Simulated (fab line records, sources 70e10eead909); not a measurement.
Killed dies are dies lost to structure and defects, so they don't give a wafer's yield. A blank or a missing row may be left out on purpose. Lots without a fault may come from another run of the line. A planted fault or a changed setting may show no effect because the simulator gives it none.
fab line records | flow nand_harc
record lots=14 wafers=42 last_day=33
route steps=1302 shown A_CHANNEL_HOLE_D2@594 A_CHANNEL_FILL_D2@616
lots that met no fault: from a run of the same line without faults
start_h: hours from the record's first day to the start of the lot's first wafer shown | wait_h: hours since the lot's step before | " the same as in the row above | L1.1+2: a row that stands for several wafers | - no value, or no start given | * or withheld: withheld | < > ~ a bound
route shown NAME@n: a module of which the file shows steps, and the number in the route of the first | usual: mean/standard deviation of fault-free wafers | same: alike in all rows | chamber/n: place in a boat | sites: the reading at each site | _std_site: their standard deviation | _edge_site: outer sites' mean less inner sites' | radius_mm: how far each site lies from the wafer's centre | mask NAME#n: copy n | behind: the tool/chamber that last shaped the wafer | hold: why the lot was held/for how many hours/how that ended | device: the transistor (n, p or np) that didn't switch | end of line: the same wafers' tests at the end of the route | a step without rows: its recipe alone | killed: dies lost to structure and defects at the first sort, not the wafer's yield | map: a wafer's dies, x killed, . not, _ none there
set.NAME: the setting as run; set.NAME@STEP: as run at that earlier step | model.NAME: the simulator's own value behind a step, which no gauge read
steps of the route over a sample of lots; a table a step, a row a wafer
services: from which hour (start_h, from the record's first day; less than 0 if before it) a tool's chamber was out of use, for how many hours, and why
## steps
# step NHARC_A_CHANNEL_HOLE_D2_ETCH_22
# recipe bias_v=3000 source_w=withheld pressure_mtorr=20 time_s=666.7 ar_flow_sccm=375 c4f8_flow_sccm=89.3 o2_flow_sccm=35.7 temp_c=-20 target_depth_a=16000 chemistry=C4F8/O2/Ar
# usual drypump_motor_current_A=5.9/0.46 showerhead_plenum_p_Torr=3.62/0.074 temp_c=-20.01/0.11 throttle_valve_pct=32.154/0.0093
# columns lot.wafer tool chamber start_h wait_h drypump_motor_current_A rf_hours_counter_h showerhead_plenum_p_Torr temp_c throttle_valve_pct
L897.1 har_etch-01 1 294.15 0.4 6.2 150 3.70 -20.04 32.152
L897.4 " 1 " " 6.2 - 3.70 -19.99 32.149
L897.3 " 0 " " 5.7 - 3.56 -19.89 32.155
L899.2 har_etch-02 1 320.22 0.4 6.5 360 3.73 -20.04 32.145
L899.5 " 0 " " 5.2 - 3.63 -20.08 32.164
L899.6 " 1 " " 6.4 - 3.73 -20.07 32.165
L905.2 har_etch-01 1 369.94 0.4 6.2 196 3.67 -19.95 32.163
L905.1 " 0 " " 5.7 196 3.53 -19.98 32.159
L905.6 " 1 " " 6.2 - 3.67 -19.75 32.135
L906.1 har_etch-02 1 370.12 0.4 6.5 391 3.71 -19.94 32.176
L906.3 " 0 " " 5.2 - 3.62 -20.11 32.169
L906.5 " 1 " " 6.5 - 3.71 -19.98 32.142
L908.1 har_etch-02 1 411.61 0.4 6.4 12 3.71 -19.95 32.169
L908.4 " 0 " " 5.2 - 3.61 -19.88 32.159
L908.6 " 1 " " 6.4 - 3.71 -20.21 32.165
L910.2 har_etch-01 1 430.24 0.4 6.2 234 3.65 -20.01 32.156
L910.4 " 1 " " 6.2 - 3.65 -19.94 32.173
L910.5 " 1 " " 6.2 - 3.65 -20.17 32.157
L911.3 har_etch-02 1 436.73 0.4 6.4 - 3.70 -19.87 32.141
L911.4 " 0 " " 5.2 - 3.60 -19.85 32.168
L911.5 " 0 " " 5.2 - 3.60 -19.94 32.143
L913.1 har_etch-02 1 452.09 0.4 6.4 35 3.69 -20.06 32.169
L913.4 " 0 " " 5.2 - 3.60 -20.09 32.162
L913.5 " 0 " " 5.2 - 3.60 -19.93 32.162
L914.2 har_etch-01 0 464.50 0.4 5.7 257 3.50 -20.05 32.152
L914.4 " 1 " " 6.2 - 3.64 -20.15 32.154
L914.5 " 0 " " 5.7 - 3.50 -19.95 32.163
L916.1 har_etch-01 1 494.29 0.4 6.2 276 3.63 -19.80 32.161
L916.4 " 1 " " 6.2 - 3.63 -19.85 32.160
L916.5 " 0 " " 5.7 - 3.49 -19.87 32.157
L917.2 har_etch-02 0 497.63 0.4 5.2 62 3.58 -20.07 32.161
L917.1 " 1 " " 6.4 62 3.68 -20.18 32.133
L917.4 " 0 " " 5.2 - 3.58 -20.13 32.159
L918.2 har_etch-01 1 498.47 0.4 6.2 280 3.63 -19.77 32.146
L918.3 " 1 " " 6.2 - 3.63 -19.83 32.161
L918.6 " 0 " " 5.7 - 3.49 -19.99 32.157
L920.4 har_etch-02 0 513.52 0.4 5.2 - 3.58 -20.12 32.149
L920.3 " 1 " " 6.5 - 3.67 -20.15 32.155
L920.6 " 1 " " 6.4 - 3.67 -20.11 32.165
L919.1 har_etch-01 1 514.78 0.4 6.2 288 3.62 -19.98 32.156
L919.5 " 0 " " 5.7 - 3.48 -19.95 32.155
L919.6 " 1 " " 6.2 - 3.62 -20.02 32.162
# step NHARC_A_CHANNEL_HOLE_D2_XSEM_32
# recipe landing_energy_ev=35000
# usual bot_cd_nm=74.2/1.4 bow_nm=8.49/0.23 tilt_deg=0.09/0.044
# same landing_energy_ev=35000
# columns lot.wafer tool chamber start_h wait_h bot_cd_nm bow_nm tilt_deg
L897.1 xsem-01 0 298.89 0.1 74.0 8.57 0.12
L897.3 " 0 " " 71.4 8.69 0.12
L897.4 " 0 " " 70.5 8.51 0.12
L899.2 xsem-01 0 324.92 0.1 73.0 8.70 0.06
L899.5 " 0 " " 74.3 8.68 0.06
L899.6 " 0 " " 71.1 8.77 0.07
L905.1 xsem-02 0 374.73 0.1 74.1 8.32 0.15
L905.2 " 0 " " 74.9 8.41 0.14
L905.6 " 0 " " 76.3 8.37 0.14
L906.1 xsem-02 0 374.93 0.1 77.3 8.74 0.07
L906.3 " 0 " " 74.3 8.76 0.07
L906.5 " 0 " " 76.7 8.75 0.07
L908.1 xsem-02 0 416.32 0.1 74.8 8.20 0.10
L908.4 " 0 " " 74.8 8.26 0.10
L908.6 " 0 " " 76.8 8.26 0.10
L910.2 xsem-02 0 434.91 0.1 76.4 8.41 0.09
L910.4 " 0 " " 72.1 8.37 0.09
L910.5 " 0 " " 75.3 8.37 0.09
L911.3 xsem-01 0 441.28 0.1 73.4 8.43 0.02
L911.4 " 0 " " 73.5 8.33 0.02
L911.5 " 0 " " 75.3 8.45 0.02
L913.1 xsem-02 0 456.72 0.1 74.9 8.51 0.11
L913.4 " 0 " " 73.4 8.56 0.11
L913.5 " 0 " " 75.9 8.62 0.11
L914.2 xsem-02 0 469.25 0.1 74.8 8.54 0.12
L914.4 " 0 " " 74.6 8.60 0.12
L914.5 " 0 " " 78.2 8.64 0.12
L916.1 xsem-02 0 498.96 0.1 75.9 8.46 0.04
L916.4 " 0 " " 72.8 8.48 0.04
L916.5 " 0 " " 75.2 8.46 0.04
L917.1 xsem-01 0 502.38 0.1 73.7 8.72 0.04
L917.2 " 0 " " 71.7 8.70 0.04
L917.4 " 0 " " 73.1 8.72 0.04
L918.2 xsem-02 0 503.12 0.1 74.2 8.10 0.10
L918.3 " 0 " " 76.6 8.07 0.10
L918.6 " 0 " " 74.7 8.05 0.10
L920.3 xsem-01 0 518.10 0.1 74.4 8.18 0.06
L920.4 " 0 " " 74.1 8.21 0.06
L920.6 " 0 " " 72.8 8.17 0.06
L919.1 xsem-02 0 519.48 0.1 74.5 8.67 0.02
L919.5 " 0 " " 74.8 8.76 0.02
L919.6 " 0 " " 72.6 8.72 0.02
# step NHARC_A_CHANNEL_FILL_D2_ALD_16
# recipe target_thk_a=15 pulse_time_s=10 ald_cycles=15 temp_c=300 material=SiO2
# usual heater_power_w=471/37 precursor_pulse_height_rel=1.005/0.021
# same ald_cycles=15
# columns lot.wafer tool chamber start_h wait_h heater_power_w precursor_pulse_height_rel
L897.4 ald_hk-04 1 311.34 0.0 461 0.998
L897.1 " 2 " " 448 0.998
L897.3 " 3 " " 423 0.987
L899.2 ald_hk-01 2 337.43 0.1 509 1.027
L899.6 " 1 " " 428 0.973
L899.5 " 2 " " 517 0.986
L905.2 ald_hk-02 3 387.19 0.1 483 0.988
L905.1 " 1 " " 517 1.026
L905.6 " 2 " " 499 0.987
L906.1 ald_hk-01 1 387.20 0.1 431 1.028
L906.3 " 2 " " 519 1.025
L906.5 " 0 " " 432 1.014
L908.1 ald_hk-04 0 428.81 0.0 499 1.000
L908.4 " 3 " " 443 1.010
L908.6 " 0 " " 512 1.007
L910.4 ald_hk-02 1 447.39 0.0 529 1.002
L910.2 " 0 " " 485 0.992
L910.5 " 2 " " 493 1.010
L911.3 ald_hk-01 3 453.79 0.0 482 1.018
L911.4 " 2 " " 503 1.010
L911.5 " 3 " " 466 0.995
L913.4 ald_hk-01 1 469.15 0.0 419 0.974
L913.1 " 0 " " 425 0.999
L913.5 " 1 " " 431 0.999
L914.4 ald_hk-02 3 481.76 0.1 491 1.002
L914.2 " 0 " " 483 1.031
L914.5 " 2 " " 496 1.010
L916.4 ald_hk-01 2 511.73 0.0 466 1.020
L916.1 " 1 " " 419 1.004
L916.5 " 3 " " 470 1.014
L918.2 ald_hk-02 3 516.05 0.0 492 1.055
L918.3 " 1 " " 530 1.019
L918.6 " 3 " " 498 1.004
L917.4 ald_hk-01 0 516.08 0.1 415 0.996
L917.1 " 1 " " 414 0.974
L917.2 " 2 " " 477 1.009
L920.3 ald_hk-04 1 530.67 0.0 410 0.979
L920.4 " 2 " " 450 0.993
L920.6 " 2 " " 449 1.022
L919.1 ald_hk-01 1 530.70 0.1 408 1.015
L919.5 " 0 " " 383 0.993
L919.6 " 1 " " 419 1.019
# step NHARC_A_CHANNEL_FILL_D2_CVD_05
# recipe target_thk_a=50 temp_c=550 material=poly-Si
# usual spike_tc_bottom_C=570.9/2 spike_tc_centre_C=550.1/1.1 spike_tc_top_C=574.7/2.9 zone_power_centre_pct=7.7/0.44
# columns lot.wafer tool chamber start_h wait_h spike_tc_bottom_C spike_tc_centre_C spike_tc_top_C zone_power_centre_pct
L897.1 lpcvd_poly-02 0 325.97 2.3 575.1 549.4 573.6 7.9
L897.3 " 0 " " 574.2 549.2 572.8 8.0
L897.4 " 0 " " 574.7 550.7 574.5 8.0
L899.2 lpcvd_poly-04 0 352.88 2.4 570.2 548.9 578.0 7.1
L899.5 " 0 " " 570.7 550.1 578.3 7.2
L899.6 " 0 " " 570.6 550.2 579.4 7.2
L905.1 lpcvd_poly-04 - 401.28 2.2 - - - -
L905.2 " - " " - - - -
L905.6 " - " " - - - -
L906.1 lpcvd_poly-04 - 401.28 2.3 - - - -
L906.3 " - " " - - - -
L906.5 " - " " - - - -
L908.1 lpcvd_poly-02 0 444.91 2.3 573.8 550.5 572.7 8.0
L908.4 " 0 " " 572.7 550.7 571.9 8.0
L908.6 " 0 " " 572.9 549.0 572.4 8.1
L910.2 lpcvd_poly-04 0 461.76 2.3 568.3 548.9 577.2 7.0
L910.4 " 0 " " 568.4 550.7 578.2 7.2
L910.5 " 0 " " 569.9 552.4 575.7 7.1
L911.3 lpcvd_poly-02 0 468.19 2.3 572.8 548.9 573.7 7.9
L911.4 " 0 " " 574.8 550.6 573.0 8.0
L911.5 " 0 " " 574.0 549.1 570.6 8.0
L913.1 lpcvd_poly-04 0 483.85 2.3 569.7 548.4 577.5 7.2
L913.4 " 0 " " 568.8 549.9 578.4 7.2
L913.5 " 0 " " 571.2 551.8 577.9 7.1
L914.2 lpcvd_poly-02 0 496.37 2.3 573.7 548.3 573.3 8.1
L914.4 " 0 " " 573.2 548.0 574.4 7.9
L914.5 " 0 " " 573.1 549.6 573.4 7.9
L916.1 lpcvd_poly-01 0 526.53 2.4 569.2 550.9 573.3 8.0
L916.4 " 0 " " 569.9 551.2 572.3 8.1
L916.5 " 0 " " 569.3 550.8 571.2 8.0
L917.1 lpcvd_poly-04 0 530.39 2.3 569.2 550.2 578.0 7.2
L917.2 " 0 " " 570.6 550.6 576.9 7.1
L917.4 " 0 " " 569.3 549.1 576.5 7.2
L918.2 lpcvd_poly-04 0 530.39 2.3 569.1 550.6 578.6 7.2
L918.3 " 0 " " 569.9 550.7 577.1 7.1
L918.6 " 0 " " 570.1 550.9 578.0 7.1
L919.1 lpcvd_poly-04 0 546.11 2.2 570.3 550.0 576.9 7.2
L919.5 " 0 " " 570.6 549.0 579.1 7.2
L919.6 " 0 " " 570.0 551.1 576.6 7.1
L920.3 lpcvd_poly-04 0 546.11 2.3 568.8 548.4 578.2 7.3
L920.4 " 0 " " 570.0 552.2 577.8 7.1
L920.6 " 0 " " 570.3 549.7 577.8 7.3
## services
# columns tool chamber start_h hours kind
har_etch-02 1 293.97 - consumable_replace:focus_ring
har_etch-02 1 293.97 17.0 scheduled_down
har_etch-02 1 293.97 17.0 vent_cycle
ald_hk-01 - 299.15 10.0 pm
ald_hk-01 0 299.15 10.0 vent_cycle
ald_hk-01 1 299.15 10.0 vent_cycle
ald_hk-01 2 299.15 10.0 vent_cycle
ald_hk-01 3 299.15 10.0 vent_cycle
ald_hk-01 0 309.15 - clean
ald_hk-01 1 309.15 - clean
ald_hk-01 2 309.15 - clean
ald_hk-01 3 309.15 - clean
lpcvd_poly-01 - 325.78 3.9 repair
xsem-01 - 342.47 5.9 repair
ald_hk-02 - 353.72 10.0 pm
har_etch-02 0 373.43 - consumable_replace:esc
har_etch-02 0 373.43 17.0 scheduled_down
har_etch-02 0 373.43 17.0 vent_cycle
xsem-01 - 374.00 14.0 pm
har_etch-02 - 377.00 17.0 pm
har_etch-02 1 377.00 17.0 vent_cycle
ald_hk-01 - 477.15 10.0 pm
lpcvd_poly-02 - 528.23 66.1 repair
ald_hk-02 - 531.72 10.0 pm
## key
first_sign step=NHARC_A_CHANNEL_FILL_D2_CVD_05 reading=tool_record direction=missing
effect none on later readings
met_at NHARC_A_CHANNEL_FILL_D2_CVD_05
struck_lots L905,L906
later_rows_left_out L905.1,L905.2,L905.6,L906.1,L906.3,L906.5
sort_left_out L905.1,L905.2,L905.6,L906.1,L906.3,L906.5
tester_left_out L905,L906
not_acting_at NHARC_A_CHANNEL_HOLE_D2_ETCH_22,NHARC_A_CHANNEL_HOLE_D2_XSEM_32,NHARC_A_CHANNEL_FILL_D2_ALD_16
onset_between 352.88 401.28
fault kind=skipped_step_whole tool=lpcvd_poly-04 chamber=- onset_h=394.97 steps=NHARC_A_CHANNEL_FILL_D2_CVD_05 scope=struck_lots_only
# tester_left_out: of these lots the tester's yield and bins aren't shown, on N5 and GAA mostly nor the transistor test; their killed dies are dies lost to structure and defects alone, not to doping, threshold or leakage, so they don't give the yield
# sort_left_out: the simulated sort isn't trusted on such a fault, so these wafers' sort isn't shown, and their yield isn't known
# later_rows_left_out: the simulator's readings of these wafers behind a module that went badly wrong aren't trusted and aren't shown, but for the sort
